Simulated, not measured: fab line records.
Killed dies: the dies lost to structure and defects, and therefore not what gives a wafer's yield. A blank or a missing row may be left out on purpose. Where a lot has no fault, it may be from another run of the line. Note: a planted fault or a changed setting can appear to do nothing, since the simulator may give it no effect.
2 desks, one fault :: flow nand_harc :: only its own numbers are on each desk; what lay behind them is given at the end

== FROM THE METROLOGY DESK ==
What the gauges read, lot by lot, whatever tool the lot ran on: means of the sampled wafers that have a number. A lot is out of limits, marked OUT, if its mean lies more than 4 standard deviations from the usual mean; the brackets give that distance.
Columns: A = cd_nm at NHARC_P_M1_CD_MEAS_09, usual 129.9 nm
lot: L577
first seen here: day 6 12:02
A: 130.2

lot: L579
first seen here: day 7 11:56
A: 130.0

lot: L580
first seen here: day 7 18:23
A: 129.9

lot: L581
first seen here: day 8 10:12
A: 129.3

lot: L582
first seen here: day 9 05:05
A: 129.6

lot: L586
first seen here: day 10 06:00
A: 130.0

lot: L590
first seen here: day 11 22:16
A: 127.2 (-5.6) OUT

lot: L595
first seen here: day 14 01:20
A: 127.6 (-4.7) OUT

lot: L596
first seen here: day 14 13:28
A: 129.3

lot: L597
first seen here: day 14 17:12
A: 129.8

lot: L598
first seen here: day 15 03:41
A: 130.0

lot: L599
first seen here: day 15 16:22
A: 129.9
Finding of this desk: L590, L595 out of limits; the first was L590 at day 11 22:16, on cd_nm at NHARC_P_M1_CD_MEAS_09. L577, L579, L580, L581, L582, L586, L596, L597, L598, L599 stayed within limits.

== DESK OF THE TOOL OWNER: arfi_scanner-01 ==
The tool's own readings at NHARC_P_M1_EXPOSE_06 (exposes mask P M1, target cd 130 nm): means of the sampled wafers that have a number, for each lot that ran on this tool. A lot is out of limits, marked OUT, if its mean lies more than 4 standard deviations from the usual mean; the brackets give that distance.
Columns: A = exposure_dose_mJ_cm2 at NHARC_P_M1_EXPOSE_06, usual 81.90; B = focus_offset_nm at NHARC_P_M1_EXPOSE_06, usual 0.1 nm
lot: L577
first seen here: day 6 11:53
A: 81.94
B: 0.0

lot: L579
first seen here: day 7 11:47
A: 81.87
B: -0.2

lot: L580
first seen here: day 7 18:15
A: 81.92
B: 0.2

lot: L581
first seen here: day 8 10:04
A: 81.97
B: -0.1

lot: L582
first seen here: day 9 04:56
A: 81.90
B: 0.2

lot: L590
first seen here: day 11 22:08
A: 78.23 (-46) OUT
B: 0.0

lot: L595
first seen here: day 14 01:13
A: 78.94 (-37) OUT
B: -1.0
Finding of this desk: L590, L595 out of limits; the first was L590 at day 11 22:08, on exposure_dose_mJ_cm2 at NHARC_P_M1_EXPOSE_06. L577, L579, L580, L581, L582 stayed within limits.

== ALL TOGETHER ==
The tool owner's desk could have raised an alarm at day 11 22:08, on L590, L595.
L590, L595 would have let the metrology desk raise an alarm at day 11 22:16.
Of the lots named, all ran NHARC_P_M1_EXPOSE_06 on arfi_scanner-01.

== WHAT WAS PUT IN BY THE SIMULATOR ==
Process parameter drift: arfi_scanner-01, from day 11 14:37 on, at NHARC_P_M1_EXPOSE_06. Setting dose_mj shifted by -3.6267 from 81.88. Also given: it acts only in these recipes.
Lots struck among those shown: L590, L595.
Hours from the fault's start to each desk's first reading out of limits: the tool owner's desk, 8; the metrology desk, 8.
